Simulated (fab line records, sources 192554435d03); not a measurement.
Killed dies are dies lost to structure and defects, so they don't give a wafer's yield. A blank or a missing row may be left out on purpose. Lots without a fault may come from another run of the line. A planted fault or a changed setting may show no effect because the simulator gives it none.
Chamber matching | flow n5_finfet | N5_HKMG_FIN_ETCH_35 on rie_diel-01: 4 sister chambers
The step etches SOC in N2/H2, target depth 215.8 nm, time 243.4 s. 4 wafers are shown with their chamber, then 7 later ones without.

WAFERS WITH THEIR CHAMBER
wafer  | chamber | drypump_motor_current_A (A)
L713.3 | 1       | 5.7
L713.5 | 2       | 5.2
L715.1 | 3       | 6.3
L715.4 | 0       | 6.3

WAFERS WITHOUT THEIR CHAMBER
wafer  | drypump_motor_current_A (A)
L715.5 | 6.3
L717.2 | 6.3
L717.3 | 6.3
L717.6 | 5.7
L719.2 | 6.3
L719.3 | 5.3
L719.5 | 5.7

WHICH CHAMBER EACH WENT THROUGH
wafer  | from the rows above     | in truth
L715.5 | can't be placed: 0 or 3 | 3
L717.2 | can't be placed: 0 or 3 | 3
L717.3 | can't be placed: 0 or 3 | 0
L717.6 | 1                       | 1
L719.2 | can't be placed: 0 or 3 | 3
L719.3 | 2                       | 2
L719.5 | 1                       | 1
Placed correctly: 3 of 7. Can't be placed from these rows: 4 (the true chamber is among the candidates in 4). Placed wrongly: 0.
How it was worked out, from the rows above alone: a wafer's distance from a chamber is the root of the sum, over the readings, of the square of ((its reading less the chamber's mean) divided by the reading's scatter). The wafer belongs to the nearest chamber; if the next one is less than 2 further off, it can't be placed. A chamber's mean is the mean of its shown wafers. The scatter: with one shown wafer a chamber, the root of the mean of the squares of how far each hidden wafer lies from its nearest shown one.
